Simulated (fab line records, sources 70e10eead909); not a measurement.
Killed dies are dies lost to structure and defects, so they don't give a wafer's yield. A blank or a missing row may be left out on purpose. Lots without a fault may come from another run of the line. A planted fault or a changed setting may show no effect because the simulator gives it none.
fab line records | flow nand_harc
record lots=24 wafers=72 last_day=33
route steps=1302 shown A_CONTACT@1056 A_M1@1200
lots that met no fault: from a run of the same line without faults
start_h: hours from the record's first day to the start of the lot's first wafer shown | wait_h: hours since the lot's step before | " the same as in the row above | L1.1+2: a row that stands for several wafers | - no value, or no start given | * or withheld: withheld | < > ~ a bound
route shown NAME@n: a module of which the file shows steps, and the number in the route of the first | usual: mean/standard deviation of fault-free wafers | same: alike in all rows | chamber/n: place in a boat | sites: the reading at each site | _std_site: their standard deviation | _edge_site: outer sites' mean less inner sites' | radius_mm: how far each site lies from the wafer's centre | mask NAME#n: copy n | behind: the tool/chamber that last shaped the wafer | hold: why the lot was held/for how many hours/how that ended | device: the transistor (n, p or np) that didn't switch | end of line: the same wafers' tests at the end of the route | a step without rows: its recipe alone | killed: dies lost to structure and defects at the first sort, not the wafer's yield | map: a wafer's dies, x killed, . not, _ none there
set.NAME: the setting as run; set.NAME@STEP: as run at that earlier step | model.NAME: the simulator's own value behind a step, which no gauge read
steps of the route over a sample of lots; a table a step, a row a wafer
services: from which hour (start_h, from the record's first day; less than 0 if before it) a tool's chamber was out of use, for how many hours, and why
## steps
# step NHARC_A_CONTACT_ETCH_133
# recipe source_w=withheld pressure_mtorr=20 bias_v=400 time_s=374 target_depth_a=16100 ar_flow_sccm=withheld c4f8_flow_sccm=11.5 o2_flow_sccm=7.2 chemistry=C4F8/O2/Ar
# columns lot.wafer tool chamber start_h wait_h rf_hours_counter_h
L075.1 har_cap_etch-03 1 502.93 0.2 44
L075.5 " 0 " " -
L075.6 " 1 " " -
L074.1 har_cap_etch-02 1 506.05 0.1 85
L074.4 " 1 " " -
L074.5 " 0 " " -
L076.2 har_cap_etch-01 1 520.26 0.2 1
L076.4 " 0 " " -
L076.3 " 1 " " -
L078.1 har_cap_etch-02 1 545.11 0.1 91
L078.3 " 1 " " -
L078.5 " 0 " " -
L077.2 har_cap_etch-03 1 547.08 0.2 52
L077.5 " 0 " " -
L077.6 " 1 " " -
L079.3 har_cap_etch-01 1 559.04 0.2 -
L079.6 " 1 " " -
L079.5 " 0 " " -
L081.2 har_cap_etch-01 0 574.26 0.2 10
L081.1 " 1 " " 10
L081.3 " 0 " " -
L082.3 har_cap_etch-03 1 589.60 0.3 -
L082.4 " 0 " " -
L082.5 " 1 " " -
L080.4 har_cap_etch-02 1 592.37 0.2 -
L080.6 " 1 " " -
L080.5 " 0 " " -
L083.1 har_cap_etch-03 1 597.59 0.2 61
L083.4 " 1 " " -
L083.6 " 0 " " -
L084.2 har_cap_etch-02 1 603.06 0.2 104
L084.3 " 0 " " -
L084.6 " 1 " " -
L087.2 har_cap_etch-01 1 616.89 0.2 19
L087.4 " 1 " " -
L087.5 " 0 " " -
L086.1 har_cap_etch-03 1 619.74 0.2 66
L086.4 " 0 " " -
L086.6 " 1 " " -
L085.2 har_cap_etch-02 0 626.96 0.2 109
L085.4 " 1 " " -
L085.3 " 0 " " -
L090.1 har_cap_etch-03 1 659.75 0.1 71
L090.3 " 1 " " -
L090.6 " 1 " " -
L089.3 har_cap_etch-01 1 661.18 0.3 -
L089.4 " 0 " " -
L089.5 " 0 " " -
L091.1 har_cap_etch-01 1 668.44 0.2 26
L091.3 " 1 " " -
L091.4 " 0 " " -
L088.2 har_cap_etch-03 1 672.60 0.2 74
L088.3 " 1 " " -
L088.5 " 1 " " -
L094.1 har_cap_etch-01 1 692.67 0.1 30
L094.4 " 1 " " -
L094.5 " 0 " " -
L092.1 har_cap_etch-02 0 693.40 0.1 121
L092.2 " 1 " " 121
L092.5 " 0 " " -
L093.3 har_cap_etch-02 0 717.08 0.2 -
L093.5 " 0 " " -
L093.6 " 1 " " -
L096.1 har_cap_etch-03 0 721.29 0.1 82
L096.5 " 0 " " -
L096.6 " 1 " " -
L095.2 har_cap_etch-02 0 727.16 0.2 127
L095.6 " 1 " " -
L095.5 " 0 " " -
L097.1 har_cap_etch-02 1 733.63 0.1 129
L097.4 " 0 " " -
L097.5 " 1 " " -
# step NHARC_A_CONTACT_DEP_85
# recipe target_thk_a=600 target_thk_nm=60 temp_c=400 pressure_torr=3.5 flow_sccm=200 rf_w=350 material=SiON
# usual heater_power_w=752/92
# columns lot.wafer tool chamber start_h wait_h heater_power_w
L075.1 pecvd-04 1 507.30 1.5 876
L075.5 " 0 " " 748
L075.6 " 2 " " 769
L074.1 pecvd-04 1 509.79 1.5 784
L074.5 " 2 " " 764
L074.4 " 1 " " 795
L076.2 pecvd-02 2 523.90 1.2 641
L076.3 " 1 " " 841
L076.4 " 2 " " 649
L078.3 pecvd-04 0 549.15 0.9 761
L078.1 " 2 " " 789
L078.5 " 2 " " 630
L077.2 pecvd-02 1 550.90 1.2 747
L077.6 " 0 " " 639
L077.5 " 1 " " 771
L079.3 pecvd-02 2 566.12 0.9 743
L079.5 " 0 " " 676
L079.6 " 1 " " 746
L081.2 pecvd-03 0 581.76 1.2 603
L081.3 " 1 " " 797
L081.1 " 2 " " 878
L082.3 pecvd-04 2 593.77 0.9 736
L082.5 " 0 " " 756
L082.4 " 2 " " 745
L080.4 pecvd-04 0 596.07 0.7 798
L080.5 " 1 " " 893
L080.6 " 2 " " 724
L083.1 pecvd-03 0 601.94 1.5 552
L083.4 " 1 " " 728
L083.6 " 1 " " 716
L084.3 pecvd-02 1 609.01 0.9 905
L084.2 " 2 " " 802
L084.6 " 2 " " 810
L087.2 pecvd-02 0 624.23 1.2 591
L087.5 " 2 " " 797
L087.4 " 1 " " 904
L086.1 pecvd-03 2 624.56 1.5 808
L086.6 " 1 " " 819
L086.4 " 2 " " 790
L085.3 pecvd-04 0 630.64 0.9 721
L085.2 " 1 " " 873
L085.4 " 2 " " 733
L090.1 pecvd-03 1 663.44 1.5 825
L090.3 " 0 " " 595
L090.6 " 1 " " 808
L089.3 pecvd-04 0 664.91 0.9 720
L089.4 " 1 " " 859
L089.5 " 0 " " 734
L091.3 pecvd-03 2 674.61 0.9 866
L091.1 " 1 " " 713
L091.4 " 1 " " 727
L088.2 pecvd-03 0 680.56 1.2 620
L088.3 " 1 " " 797
L088.5 " 2 " " 845
L094.1 pecvd-04 0 696.36 1.4 655
L094.4 " 1 " " 809
L094.5 " 2 " " 732
L092.1 pecvd-04 2 698.10 1.5 659
L092.2 " 1 " " 788
L092.5 " 0 " " 750
L093.3 pecvd-02 1 724.54 1.0 853
L093.5 " 0 " " 549
L093.6 " 1 " " 839
L096.1 pecvd-04 1 726.17 1.5 875
L096.6 " 2 " " 764
L096.5 " 1 " " 865
L095.2 pecvd-04 2 731.75 1.2 756
L095.5 " 1 " " 867
L095.6 " 2 " " 762
L097.1 pecvd-03 1 742.02 1.5 778
L097.4 " 1 " " 781
L097.5 " 2 " " 720
# step NHARC_A_CONTACT_INSPECT_10
# usual raw_defect_count=86/25
# columns lot.wafer tool chamber start_h wait_h raw_defect_count
L075.1 defect_inspect-01 - 508.12 0.0 68
L075.5 " - " " 88
L075.6 " - " " 74
L074.1 defect_inspect-01 - 510.58 0.0 123
L074.4 " - " " 122
L074.5 " - " " 107
L076.2 defect_inspect-01 - 524.75 0.0 108
L076.3 " - " " 101
L076.4 " - " " 107
L078.1 defect_inspect-02 - 550.01 0.0 114
L078.3 " - " " 130
L078.5 " - " " 112
L077.2 defect_inspect-01 - 551.72 0.0 58
L077.5 " - " " 71
L077.6 " - " " 67
L079.3 defect_inspect-01 - 566.90 0.0 114
L079.5 " - " " 98
L079.6 " - " " 108
L081.1 defect_inspect-01 - 582.61 0.0 31
L081.2 " - " " 48
L081.3 " - " " 36
L082.3 defect_inspect-01 - 594.44 0.0 66
L082.4 " - " " 79
L082.5 " - " " 81
L080.4 defect_inspect-02 - 596.70 0.0 121
L080.5 " - " " 107
L080.6 " - " " 112
L083.1 defect_inspect-01 - 602.70 0.0 66
L083.4 " - " " 67
L083.6 " - " " 77
L084.2 defect_inspect-01 - 609.73 0.0 102
L084.3 " - " " 76
L084.6 " - " " 73
L087.2 defect_inspect-01 - 625.05 0.0 132
L087.4 " - " " 144
L087.5 " - " " 136
L086.1 defect_inspect-01 - 625.35 0.0 61
L086.4 " - " " 55
L086.6 " - " " 68
L085.2 defect_inspect-01 - 631.45 0.0 81
L085.3 " - " " 76
L085.4 " - " " 85
L090.1 defect_inspect-01 - 664.30 0.1 72
L090.3 " - " " 70
L090.6 " - " " 60
L089.3 defect_inspect-01 - 665.69 0.0 53
L089.4 " - " " 72
L089.5 " - " " 69
L091.1 defect_inspect-01 - 675.46 0.0 73
L091.3 " - " " 69
L091.4 " - " " 68
L088.2 defect_inspect-02 - 681.24 0.0 109
L088.3 " - " " 106
L088.5 " - " " 92
L094.1 defect_inspect-02 - 697.09 0.0 89
L094.4 " - " " 131
L094.5 " - " " 124
L092.1 defect_inspect-01 - 698.94 0.0 68
L092.2 " - " " 78
L092.5 " - " " 79
L093.3 defect_inspect-01 - 725.35 0.0 106
L093.5 " - " " 104
L093.6 " - " " 99
L096.1 defect_inspect-01 - 726.96 0.0 58
L096.5 " - " " 73
L096.6 " - " " 59
L095.2 defect_inspect-02 - 732.53 0.0 67
L095.5 " - " " 94
L095.6 " - " " 96
L097.1 defect_inspect-01 - 742.91 0.0 80
L097.4 " - " " 71
L097.5 " - " " 59
# step NHARC_A_CONTACT_ETCH_30
# recipe target_depth_a=726 time_s=36.3 cf4_flow_sccm=100 chf3_flow_sccm=30 ar_flow_sccm=0 rf_w=500 bias_w=200 chemistry=CF4/CHF3
# usual chf3_flow_sccm=30.01/0.091 drypump_motor_current_A=5.7/0.55 oes_product_au=0.938/0.021 rf_vpp_V=369.9/2.9 showerhead_plenum_p_Torr=1.55/0.082 throttle_valve_pct=16.804/0.0092
# columns lot.wafer tool chamber start_h wait_h chf3_flow_sccm drypump_motor_current_A oes_product_au rf_hours_counter_h rf_vpp_V showerhead_plenum_p_Torr throttle_valve_pct
L075.1 rie_diel-05 0 - - 29.91 6.7 0.946 27 366.7 1.48 16.798
L075.5 " 0 " " 30.00 6.7 0.941 - 367.3 1.48 16.810
L075.6 " 1 " " 30.06 5.3 0.920 - 367.8 1.50 16.803
L074.4 rie_diel-01 0 - - 30.04 6.0 0.932 20 366.9 1.49 16.809
L074.1 " 2 " " 30.13 4.9 0.944 22 371.0 1.58 16.804
L074.5 " 3 " " 29.95 6.3 0.933 - 368.0 1.51 16.793
L076.4 rie_diel-01 0 - - 29.83 6.0 0.929 21 368.9 1.49 16.795
L076.2 " 1 " " 30.09 4.9 0.915 23 375.4 1.69 16.802
L076.3 " 3 " " 30.03 6.3 0.942 22 367.2 1.50 16.795
L078.3 rie_diel-01 1 - - 29.89 5.0 0.913 28 374.1 1.69 16.811
L078.1 " 3 " " 30.16 6.3 0.927 27 369.0 1.50 16.788
L078.5 " 1 " " 30.03 5.0 0.920 - 374.4 1.69 16.821
L077.2 rie_diel-05 2 - - 30.25 6.2 0.932 50 371.1 1.59 16.797
L077.6 " 2 " " 30.32 6.2 0.939 - 371.7 1.59 16.806
L077.5 " 3 " " 30.00 5.7 0.921 - 368.3 1.48 16.820
L079.3 rie_diel-01 3 - - 29.80 6.3 0.975 0 367.6 1.50 16.818
L079.5 " 1 " " 30.00 5.0 0.966 - 372.6 1.69 16.804
L079.6 " 3 " " 29.94 6.3 0.972 - 368.6 1.50 16.818
L081.3 rie_diel-01 2 - - 30.12 5.0 0.967 3 371.2 1.58 16.808
L081.2 " 0 " " 30.19 6.0 0.948 3 369.3 1.49 16.797
L081.1 " 1 " " 30.08 4.9 0.960 3 373.4 1.69 16.804
L082.4 rie_diel-11 2 - - 30.09 5.5 0.924 50 366.8 1.46 16.814
L082.3 " 1 " " 29.89 5.8 0.913 51 368.2 1.51 16.818
L082.5 " 3 " " 30.02 5.4 0.918 - 376.7 1.67 16.813
L080.4 rie_diel-01 2 - - 30.05 5.0 0.967 7 372.0 1.58 16.814
L080.6 " 2 " " 30.02 4.9 0.967 - 371.9 1.58 16.810
L080.5 " 3 " " 29.97 6.3 0.985 - 369.5 1.50 16.808
L083.1 rie_diel-11 2 - - 29.94 5.5 0.929 54 366.5 1.46 16.811
L083.4 " 1 " " 29.89 5.8 0.908 55 369.5 1.51 16.801
L083.6 " 2 " " 30.11 5.5 0.934 - 366.9 1.46 16.797
L084.3 rie_diel-11 2 - - 29.98 5.5 0.928 55 365.7 1.46 16.796
L084.2 " 3 " " 29.94 5.4 0.929 59 374.2 1.67 16.798
L084.6 " 1 " " 30.08 5.8 0.904 - 368.8 1.51 16.813
L087.2 rie_diel-01 1 - - 30.05 5.0 0.944 12 374.7 1.69 16.804
L087.4 " 2 " " 30.01 5.0 0.923 12 369.8 1.58 16.808
L087.5 " 0 " " 29.94 6.0 0.941 - 369.4 1.49 16.801
L086.1 rie_diel-05 1 - - 29.96 5.3 0.929 10 368.5 1.49 16.805
L086.6 " 3 " " 30.01 5.8 0.927 - 367.4 1.47 16.798
L086.4 " 1 " " 29.95 5.3 0.930 - 367.1 1.49 16.805
L085.3 rie_diel-01 2 - - 29.95 4.9 0.929 13 369.0 1.58 16.810
L085.2 " 0 " " 30.00 6.0 0.929 13 368.0 1.49 16.798
L085.4 " 1 " " 29.80 5.0 0.934 13 374.8 1.69 16.798
L090.3 rie_diel-05 1 - - 30.04 5.3 0.929 23 368.2 1.49 16.800
L090.1 " 2 " " 30.00 6.2 0.943 27 369.9 1.58 16.823
L090.6 " 1 " " 30.07 5.3 0.935 - 368.3 1.49 16.824
L089.4 rie_diel-11 2 - - 29.89 5.5 0.923 12 373.9 1.70 16.806
L089.3 " 0 " " 30.11 6.3 0.917 16 370.7 1.53 16.801
L089.5 " 2 " " 29.98 5.5 0.923 - 373.9 1.70 16.809
L091.1 rie_diel-01 0 - - 29.93 6.0 0.937 20 368.6 1.49 16.801
L091.4 " 2 " " 29.95 5.0 0.924 19 371.1 1.58 16.809
L091.3 " 3 " " 29.98 6.3 0.938 20 368.1 1.50 16.798
L088.3 rie_diel-01 1 - - 30.04 5.0 0.984 21 375.4 1.69 16.809
L088.2 " 2 " " 29.98 4.9 0.977 20 370.1 1.58 16.799
L088.5 " 1 " " 29.98 5.0 0.978 - 375.0 1.69 16.815
L094.4 rie_diel-01 0 - - 30.19 6.0 0.988 24 368.3 1.49 16.803
L094.1 " 2 " " 29.92 5.0 0.964 22 371.5 1.58 16.797
L094.5 " 0 " " 30.16 6.0 0.983 - 367.0 1.49 16.811
L092.2 rie_diel-01 0 - - 29.81 6.0 0.934 24 368.2 1.49 16.797
L092.1 " 1 " " 30.08 5.0 0.931 23 374.0 1.69 16.794
L092.5 " 0 " " 30.00 6.0 0.936 - 369.0 1.49 16.789
L093.3 rie_diel-01 3 - - 29.93 6.3 0.930 28 367.0 1.50 16.787
L093.5 " 1 " " 30.14 4.9 0.935 - 372.7 1.68 16.798
L093.6 " 3 " " 29.96 6.3 0.937 - 368.0 1.50 16.796
L096.1 rie_diel-01 3 - - 30.07 6.3 0.945 29 368.5 1.50 16.803
L096.6 " 0 " " 29.86 6.0 0.938 - 367.2 1.48 16.801
L096.5 " 1 " " 29.98 4.9 0.932 - 374.4 1.68 16.813
L095.2 rie_diel-01 3 - - 30.06 6.3 0.932 31 365.8 1.50 16.800
L095.5 " 3 " " 29.96 6.3 0.929 - 367.5 1.50 16.807
L095.6 " 0 " " 29.97 6.0 0.930 - 366.6 1.48 16.800
L097.1 rie_diel-11 1 - - 29.94 5.8 0.908 41 368.1 1.50 16.816
L097.4 " 2 " " 30.07 5.5 0.929 37 374.3 1.69 16.825
L097.5 " 1 " " 30.02 5.8 0.918 - 368.4 1.50 16.802
# step NHARC_A_CONTACT_ETCH_139
# recipe source_w=withheld pressure_mtorr=20 bias_v=400 time_s=195 target_depth_a=8400 ar_flow_sccm=withheld c4f8_flow_sccm=11.5 o2_flow_sccm=7.2 chemistry=C4F8/O2/Ar
# columns lot.wafer tool chamber start_h wait_h rf_hours_counter_h
L075.1 har_cap_etch-02 0 511.44 0.2 88
L075.5 " 1 " " -
L075.6 " 0 " " -
L074.1 har_cap_etch-03 0 513.31 0.2 48
L074.4 " 1 " " -
L074.5 " 1 " " -
L076.2 har_cap_etch-02 1 527.22 0.2 89
L076.4 " 1 " " -
L076.3 " 0 " " -
L078.1 har_cap_etch-02 1 552.69 0.2 92
L078.3 " 0 " " -
L078.5 " 1 " " -
L077.2 har_cap_etch-03 1 554.28 0.2 54
L077.5 " 0 " " -
L077.6 " 1 " " -
L079.3 har_cap_etch-03 0 569.71 0.2 -
L079.5 " 1 " " -
L079.6 " 0 " " -
L081.1 har_cap_etch-01 0 585.62 0.3 11
L081.2 " 1 " " 11
L081.3 " 0 " " -
L082.4 har_cap_etch-02 0 597.01 0.2 -
L082.3 " 1 " " -
L082.5 " 1 " " -
L080.4 har_cap_etch-01 0 600.36 0.4 -
L080.6 " 0 " " -
L080.5 " 1 " " -
L083.1 har_cap_etch-02 1 605.66 0.2 105
L083.4 " 0 " " -
L083.6 " 0 " " -
L084.2 har_cap_etch-03 0 612.69 0.3 64
L084.3 " 1 " " -
L084.6 " 1 " " -
L087.2 har_cap_etch-01 0 628.01 0.3 20
L087.4 " 1 " " -
L087.5 " 1 " " -
L086.1 har_cap_etch-03 1 628.04 0.2 67
L086.4 " 1 " " -
L086.6 " 0 " " -
L085.2 har_cap_etch-02 0 633.97 0.2 111
L085.4 " 1 " " -
L085.3 " 0 " " -
L090.1 har_cap_etch-03 1 666.79 0.2 73
L090.3 " 1 " " -
L090.6 " 0 " " -
L089.3 har_cap_etch-02 1 668.29 0.2 -
L089.4 " 0 " " -
L089.5 " 0 " " -
L091.1 har_cap_etch-02 0 677.93 0.2 118
L091.4 " 0 " " -
L091.3 " 1 " " -
L088.2 har_cap_etch-02 1 683.72 0.2 119
L088.3 " 1 " " -
L088.5 " 1 " " -
L094.1 har_cap_etch-03 1 699.56 0.2 78
L094.4 " 0 " " -
L094.5 " 1 " " -
L092.2 har_cap_etch-01 1 701.41 0.2 31
L092.1 " 0 " " 31
L092.5 " 0 " " -
L093.3 har_cap_etch-03 0 728.16 0.2 -
L093.5 " 1 " " -
L093.6 " 0 " " -
L096.1 har_cap_etch-01 1 729.65 0.2 37
L096.6 " 1 " " -
L096.5 " 0 " " -
L095.2 har_cap_etch-03 1 735.22 0.2 85
L095.5 " 1 " " -
L095.6 " 0 " " -
L097.1 har_cap_etch-01 0 745.37 0.2 39
L097.4 " 1 " " -
L097.5 " 1 " " -
# step NHARC_A_M1_PRE_CLEAN_32
# recipe time_s=12 temp_c=370 rf_power_w=300 gas=NH3
# usual heater_power_w=620/90
# columns lot.wafer tool chamber start_h wait_h heater_power_w
L075.1 pecvd-03 1 526.52 0.3 665
L075.6 " 2 " " 686
L075.5 " 0 " " 499
L074.1 pecvd-02 2 527.86 0.1 634
L074.4 " 2 " " 644
L074.5 " 0 " " 566
L076.2 pecvd-02 2 542.05 0.1 612
L076.3 " 0 " " 573
L076.4 " 2 " " 601
L078.1 pecvd-03 2 567.81 0.1 626
L078.3 " 0 " " 520
L078.5 " 2 " " 602
L077.2 pecvd-03 1 568.92 0.1 691
L077.5 " 2 " " 759
L077.6 " 0 " " 514
L079.3 pecvd-02 0 584.08 0.1 539
L079.6 " 1 " " 712
L079.5 " 0 " " 544
L081.3 pecvd-03 2 607.50 0.1 645
L081.2 " 0 " " 479
L081.1 " 1 " " 629
L082.3 pecvd-03 2 611.37 0.1 707
L082.4 " 2 " " 709
L082.5 " 1 " " 567
L080.4 pecvd-01 1 615.15 0.1 621
L080.6 " 2 " " 471
L080.5 " 0 " " 788
L083.1 pecvd-02 2 620.24 0.1 670
L083.4 " 0 " " 532
L083.6 " 1 " " 693
L084.3 pecvd-02 2 627.24 0.1 677
L084.2 " 0 " " 549
L084.6 " 0 " " 523
L087.2 pecvd-03 2 642.45 0.1 668
L087.5 " 1 " " 604
L087.4 " 0 " " 500
L086.1 pecvd-02 1 643.38 0.1 653
L086.4 " 2 " " 637
L086.6 " 0 " " 492
L085.3 pecvd-02 0 648.99 0.4 485
L085.2 " 2 " " 624
L085.4 " 2 " " 629
L090.3 pecvd-02 0 681.34 0.1 547
L090.1 " 1 " " 785
L090.6 " 0 " " 525
L089.3 pecvd-02 0 682.73 0.1 468
L089.4 " 0 " " 470
L089.5 " 1 " " 663
L091.1 pecvd-03 2 692.88 0.1 669
L091.3 " 0 " " 527
L091.4 " 0 " " 523
L088.2 pecvd-03 0 698.90 0.1 480
L088.3 " 2 " " 709
L088.5 " 2 " " 698
L094.1 pecvd-02 1 714.67 0.1 758
L094.4 " 0 " " 528
L094.5 " 0 " " 536
L092.2 pecvd-03 0 716.62 0.1 501
L092.1 " 2 " " 701
L092.5 " 1 " " 675
L093.3 pecvd-03 1 742.87 0.1 642
L093.5 " 2 " " 701
L093.6 " 1 " " 663
L096.1 pecvd-03 2 744.93 0.1 712
L096.6 " 2 " " 726
L096.5 " 1 " " 671
L095.2 pecvd-01 2 750.53 0.1 451
L095.5 " 0 " " 726
L095.6 " 1 " " 648
L097.1 pecvd-03 2 760.38 0.1 604
L097.4 " 0 " " 512
L097.5 " 1 " " 645
## services
# columns tool chamber start_h hours kind
har_cap_etch-01 - 497.60 17.0 pm
pecvd-02 0 510.27 3.6 repair
pecvd-03 - 510.30 13.2 repair
har_cap_etch-02 - 533.86 0.5 repair
pecvd-03 - 547.56 13.0 pm
rie_diel-01 - 557.82 9.0 pm
pecvd-02 1 559.37 4.9 repair
har_cap_etch-02 - 564.73 1.6 repair
pecvd-02 - 572.78 1.7 repair
rie_diel-11 2 580.32 2.7 repair
rie_diel-05 - 583.66 9.0 pm
pecvd-02 - 590.01 13.0 pm
pecvd-03 2 598.88 3.7 repair
rie_diel-11 - 610.70 9.0 pm
rie_diel-05 0 624.22 17.4 repair
pecvd-04 - 638.13 13.0 pm
rie_diel-11 2 643.46 6.4 repair
pecvd-04 2 670.94 4.8 repair
pecvd-02 0 704.68 9.6 repair
pecvd-02 2 714.10 12.9 repair
pecvd-03 - 728.81 13.0 pm
rie_diel-01 - 734.82 9.0 pm
har_cap_etch-02 - 754.00 17.0 pm
rie_diel-11 - 759.71 0.9 repair
## key
fault none
